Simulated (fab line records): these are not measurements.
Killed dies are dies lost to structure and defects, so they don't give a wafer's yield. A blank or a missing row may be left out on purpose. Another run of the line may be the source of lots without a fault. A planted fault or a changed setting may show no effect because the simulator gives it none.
fab line records	flow nandHarc	part 2 of 2: steps 5 to 6 of 6
record: lots: 19	wafers: 57	lastDay: 27
route steps=1159 shown A_CHANNEL_HOLE_D1@465 A_STAIRCASE@550
lots untouched by any fault: they come from a run of this same line in which no faults occurred
startH: start of the lot's first displayed wafer, in hours after the record's first day	waitH: how many hours have passed since the lot's step before this one	" as in the row above	L1.1+2: a row that stands for several wafers	- no value, or no start was given	* or withheld: withheld	< > ~ a bound
route shown NAME@n: NAME is a module with steps in the file, n the number in the route of the first one	usual: the fault-free wafers' mean and standard deviation	same: alike in all rows	chamber/n: place in a boat	sites: each site's reading	_std_site: their standard deviation	_edge_site: the outer-site mean with the inner-site mean subtracted	radiusMm: for every site, how far away it sits from the centre of the wafer	mask NAME#n: copy n	behind: the tool/chamber that last shaped the wafer	hold: cause of the lot's hold/its duration in hours/its outcome	device: names the non-switching transistor (n, p or np)	end of line: the tests these same wafers got at the end of their route	a step without rows: its recipe alone	killed: dies lost to structure and defects at the first sort, not the wafer's yield	map: a wafer's dies, x killed, . not, _ none there
set.NAME: the setting that was run; set.NAME@STEP: the one run at that earlier step	model.NAME: the simulator's own value behind a step, which no gauge read
route steps across a sampled set of lots; one table per step, one row per wafer
services: when a tool's chamber went out of use (startH, in hours from the record's first day, below 0 if earlier), for how many hours, and the reason
== steps ==
step: NHARC_A_STAIRCASE_TRIM_226
recipe: timeS: 211.2	o2FlowSccm: 500	arFlowSccm: 0	biasW: 0	chemistry: O2
usual: drypumpMotorCurrentA: 5.7/0.33	oesProductAu: 1.005/0.0084	rfVppV: 57.6/0.88	showerheadPlenumPTorr: 3.47/0.14	throttleValvePct: 17.036/0.009
same: biasW: 0
lot.wafer	tool	chamber	startH	waitH	drypumpMotorCurrentA	oesProductAu	rfHoursCounterH	rfVppV	showerheadPlenumPTorr	throttleValvePct
L074.1	rieDiel-11	1	-	-	5.7	1.004	12	57.8	3.58	17.038
L074.5	"	0	"	"	5.5	1.004	-	57.7	3.34	17.032
L074.6	"	1	"	"	5.7	0.997	-	58.2	3.58	17.021
L075.2	rieDiel-13	2	-	-	5.7	0.991	58	57.2	3.33	17.026
L075.3	"	0	"	"	5.4	0.999	57	58.4	3.60	17.043
L075.6	"	2	"	"	5.7	1.010	-	58.9	3.33	17.040
L077.1	rieDiel-11	2	-	-	5.8	1.018	24	57.9	3.47	17.043
L077.4	"	3	"	"	5.8	0.993	24	59.0	3.46	17.042
L077.6	"	2	"	"	5.8	1.016	-	57.2	3.47	17.030
L078.4	rieDiel-11	1	-	-	5.7	1.011	22	57.5	3.57	17.039
L078.1	"	3	"	"	5.8	1.007	25	57.1	3.46	17.028
L078.5	"	1	"	"	5.7	1.008	-	58.4	3.57	17.041
L079.4	rieDiel-13	1	-	-	5.4	0.996	60	57.1	3.45	17.037
L079.6	"	0	"	"	5.4	0.995	-	57.5	3.59	17.045
L079.5	"	1	"	"	5.3	1.005	-	58.3	3.45	17.041
L081.4	rieDiel-11	3	-	-	5.8	1.010	37	58.8	3.45	17.037
L081.2	"	0	"	"	5.5	1.012	37	56.6	3.32	17.047
L081.3	"	1	"	"	5.7	1.001	34	58.6	3.56	17.047
L082.4	rieDiel-13	1	-	-	5.4	0.993	4	57.8	3.45	17.036
L082.2	"	3	"	"	6.5	0.990	3	58.6	3.81	17.042
L082.6	"	1	"	"	5.3	0.993	-	56.0	3.45	17.052
L083.3	rieDiel-13	2	-	-	5.7	1.009	8	58.1	3.33	17.034
L083.5	"	1	"	"	5.4	1.001	-	57.3	3.44	17.035
L083.6	"	2	"	"	5.8	1.011	-	56.4	3.33	17.043
L085.4	rieDiel-09	1	-	-	5.4	0.996	17	58.6	3.80	17.033
L085.6	"	0	"	"	4.8	0.990	-	58.3	3.35	17.052
L085.5	"	1	"	"	5.4	1.000	-	59.4	3.80	17.037
L087.4	rieDiel-11	2	-	-	5.8	1.010	52	58.4	3.45	17.033
L087.5	"	3	"	"	5.8	1.002	-	56.9	3.44	17.049
L087.6	"	0	"	"	5.5	1.006	-	57.4	3.32	17.034
L089.2	rieDiel-13	0	-	-	5.5	1.008	18	59.6	3.58	17.033
L089.3	"	2	"	"	5.7	1.010	19	57.4	3.32	17.040
L089.6	"	0	"	"	5.5	1.005	-	57.6	3.58	17.033
L090.2	rieDiel-11	3	-	-	5.7	0.993	53	57.8	3.44	17.024
L090.1	"	0	"	"	5.5	1.024	53	57.9	3.32	17.025
L090.5	"	1	"	"	5.7	0.996	-	58.0	3.56	17.032
L091.3	rieDiel-11	0	-	-	5.5	1.005	56	57.3	3.31	17.039
L091.4	"	1	"	"	5.7	1.007	53	56.9	3.55	17.037
L091.1	"	2	"	"	5.7	1.018	55	56.9	3.45	17.033
L092.2	rieDiel-11	3	-	-	5.7	1.002	57	57.7	3.44	17.048
L092.5	"	0	"	"	5.5	1.009	-	58.9	3.31	17.035
L092.6	"	1	"	"	5.7	1.004	-	57.3	3.55	17.038
L094.1	rieDiel-11	3	-	-	5.8	0.999	61	58.7	3.44	17.051
L094.5	"	1	"	"	5.7	1.011	-	58.3	3.55	17.041
L094.6	"	2	"	"	5.8	1.008	-	58.1	3.45	17.033
L093.2	rieDiel-11	2	-	-	5.8	1.007	63	56.8	3.44	17.038
L093.1	"	3	"	"	5.7	1.012	64	58.2	3.44	17.020
L093.5	"	1	"	"	5.7	1.004	-	58.4	3.55	17.041
L095.1	rieDiel-13	2	-	-	5.7	1.013	34	57.8	3.31	17.036
L095.2	"	0	"	"	5.5	1.000	33	56.4	3.58	17.034
L095.6	"	2	"	"	5.7	1.010	-	57.9	3.31	17.030
L096.2	rieDiel-13	2	-	-	5.7	1.008	34	57.7	3.31	17.017
L096.6	"	0	"	"	5.4	1.005	-	58.4	3.58	17.032
L096.5	"	1	"	"	5.4	1.004	-	57.3	3.43	17.033
L097.3	rieDiel-13	3	-	-	6.5	0.987	36	57.5	3.79	17.030
L097.4	"	0	"	"	5.5	1.015	36	58.6	3.57	17.037
L097.6	"	2	"	"	5.7	1.006	-	56.2	3.31	17.029
step: NHARC_A_STAIRCASE_ETCH_452
recipe: targetDepthA: 300	overetchA: 30	timeS: 16.5	ionEnergyEv: 100	cf4FlowSccm: 80	o2FlowSccm: 20	arFlowSccm: 0	rfW: 300	biasW: 100	chemistry: CF4/O2
usual: biasW: 100.0/0.32	drypumpMotorCurrentA: 5.5/0.4	oes_o_777_au: 1.000/0.0041	oesProductAu: 1.002/0.0081	rfVppV: 197.7/1.5	showerheadPlenumPTorr: 1.33/0.063	throttleValvePct: 13.397/0.0098
lot.wafer	tool	chamber	startH	waitH	biasW	drypumpMotorCurrentA	oes_o_777_au	oesProductAu	rfHoursCounterH	rfVppV	showerheadPlenumPTorr	throttleValvePct
L074.1	rieDiel-09	3	-	-	100.5	5.2	1.000	0.991	61	199.1	1.35	13.396
L074.5	"	3	"	"	100.1	5.3	1.000	0.988	-	199.0	1.35	13.389
L074.6	"	0	"	"	100.2	4.8	1.001	0.990	-	196.0	1.27	13.394
L075.2	rieDiel-13	0	-	-	100.4	5.4	1.006	0.989	59	198.9	1.36	13.383
L075.3	"	2	"	"	100.2	5.7	0.998	0.995	60	196.3	1.26	13.389
L075.6	"	0	"	"	100.3	5.5	1.002	0.987	-	198.8	1.36	13.414
L077.1	rieDiel-09	0	-	-	99.8	4.8	0.994	1.006	2	196.2	1.27	13.400
L077.4	"	1	"	"	100.0	5.4	0.990	0.998	2	199.5	1.45	13.408
L077.6	"	0	"	"	100.1	4.8	1.000	1.001	-	195.5	1.27	13.378
L078.1	rieDiel-09	1	-	-	100.3	5.4	1.002	0.999	2	199.7	1.45	13.393
L078.4	"	0	"	"	99.8	4.8	0.991	0.993	2	197.1	1.27	13.394
L078.5	"	1	"	"	100.1	5.4	1.002	1.002	-	199.9	1.45	13.394
L079.4	rieDiel-09	2	-	-	100.4	5.3	0.998	0.999	4	197.3	1.35	13.401
L079.6	"	0	"	"	100.2	4.8	0.998	0.993	-	197.5	1.27	13.392
L079.5	"	1	"	"	100.0	5.4	0.993	1.010	-	198.9	1.45	13.407
L081.4	rieDiel-11	3	-	-	99.9	5.7	1.000	1.000	41	197.2	1.30	13.406
L081.3	"	1	"	"	99.9	5.7	0.996	1.011	39	199.0	1.35	13.400
L081.2	"	2	"	"	99.7	5.7	0.995	1.004	41	198.0	1.31	13.406
L082.2	rieDiel-09	0	-	-	100.0	4.8	0.999	0.995	15	195.4	1.27	13.405
L082.4	"	2	"	"	99.8	5.3	1.008	0.996	14	196.7	1.35	13.404
L082.6	"	0	"	"	99.5	4.8	1.000	0.998	-	195.9	1.27	13.392
L083.3	rieDiel-09	3	-	-	99.9	5.3	0.996	1.005	20	199.5	1.34	13.406
L083.6	"	3	"	"	99.7	5.2	1.008	1.002	-	199.3	1.34	13.399
L083.5	"	0	"	"	100.6	4.8	0.994	1.001	-	196.7	1.26	13.398
L085.4	rieDiel-09	3	-	-	100.0	5.2	1.001	1.014	28	198.7	1.34	13.394
L085.6	"	2	"	"	100.2	5.3	0.997	1.004	-	196.7	1.34	13.398
L085.5	"	3	"	"	99.6	5.2	0.997	1.013	-	197.5	1.34	13.392
L087.4	rieDiel-13	0	-	-	100.3	5.4	0.996	1.000	18	198.7	1.36	13.409
L087.5	"	1	"	"	100.2	5.3	0.995	0.995	-	197.3	1.30	13.406
L087.6	"	2	"	"	99.6	5.7	1.001	1.001	-	196.4	1.25	13.404
L089.3	rieDiel-13	0	-	-	100.3	5.4	0.991	1.005	20	199.8	1.36	13.410
L089.2	"	1	"	"	100.3	5.4	0.998	1.004	21	197.1	1.30	13.412
L089.6	"	2	"	"	99.9	5.7	1.002	1.009	-	197.0	1.25	13.391
L090.2	rieDiel-09	1	-	-	99.8	5.4	0.994	0.996	24	201.0	1.44	13.414
L090.1	"	3	"	"	99.7	5.2	1.000	1.013	32	197.7	1.34	13.407
L090.5	"	2	"	"	99.6	5.3	1.001	1.011	-	196.5	1.34	13.396
L091.3	rieDiel-11	1	-	-	99.7	5.7	0.998	1.015	56	196.7	1.34	13.393
L091.4	"	3	"	"	99.9	5.7	0.994	0.999	60	195.3	1.30	13.391
L091.1	"	0	"	"	100.4	5.5	0.998	0.997	60	195.9	1.25	13.393
L092.2	rieDiel-13	2	-	-	99.8	5.7	0.999	1.006	27	195.8	1.25	13.387
L092.5	"	3	"	"	100.4	6.5	0.997	0.983	-	200.3	1.44	13.398
L092.6	"	0	"	"	100.8	5.4	1.002	1.004	-	198.0	1.36	13.400
L093.1	rieDiel-09	3	-	-	99.6	5.2	0.999	0.991	41	199.5	1.34	13.383
L093.2	"	1	"	"	100.1	5.5	1.000	0.999	35	199.2	1.44	13.418
L093.5	"	3	"	"	99.5	5.2	0.999	1.006	-	197.6	1.34	13.383
L094.1	rieDiel-13	2	-	-	100.3	5.7	0.992	1.010	33	196.0	1.25	13.390
L094.5	"	1	"	"	99.0	5.4	0.999	1.013	-	197.7	1.30	13.396
L094.6	"	2	"	"	99.6	5.7	0.999	1.017	-	196.5	1.25	13.395
L095.1	rieDiel-13	2	-	-	100.2	5.6	0.999	1.012	36	196.4	1.25	13.392
L095.2	"	0	"	"	100.0	5.4	0.999	1.011	35	198.3	1.35	13.413
L095.6	"	2	"	"	99.8	5.6	1.004	1.018	-	195.6	1.25	13.396
L096.2	rieDiel-09	1	-	-	99.6	5.4	0.997	0.991	39	201.7	1.44	13.412
L096.5	"	0	"	"	100.1	4.8	1.003	1.000	-	196.3	1.26	13.411
L096.6	"	1	"	"	100.1	5.4	1.003	0.981	-	200.8	1.44	13.399
L097.3	rieDiel-13	2	-	-	100.2	5.7	0.999	1.007	41	196.2	1.25	13.385
L097.4	"	0	"	"	100.3	5.4	0.991	1.005	38	197.6	1.35	13.376
L097.6	"	2	"	"	99.9	5.7	1.005	1.004	-	195.9	1.25	13.386
== services ==
tool	chamber	startH	hours	kind
rieDiel-01	-	137.80	9.0	pm
rieDiel-10	1	159.47	15.9	repair
rieDiel-10	-	167.33	1.5	repair
rieDiel-12	1	175.73	6.7	repair
rieDiel-10	-	176.50	9.0	pm
rieDiel-11	-	189.65	9.0	pm
rieDiel-01	3	200.75	34.3	repair
rieDiel-01	2	202.18	19.0	repair
rieDiel-12	-	202.40	9.0	pm
rieDiel-13	2	225.68	4.4	repair
rieDiel-11	1	241.89	9.1	repair
rieDiel-09	-	254.15	9.0	pm
rieDiel-12	-	254.35	0.8	repair
rieDiel-13	-	276.20	9.0	pm
rieDiel-09	1	290.16	10.6	repair
harEtch-01	-	305.00	17.0	pm
rieDiel-01	-	314.83	9.0	pm
rieDiel-09	-	350.67	2.0	repair
rieDiel-10	-	353.50	9.0	pm
rieDiel-10	3	363.43	4.6	repair
rieDiel-11	-	366.68	9.0	pm
rieDiel-12	0	375.69	14.5	repair
rieDiel-12	-	379.40	9.0	pm
rieDiel-10	0	384.84	18.7	repair
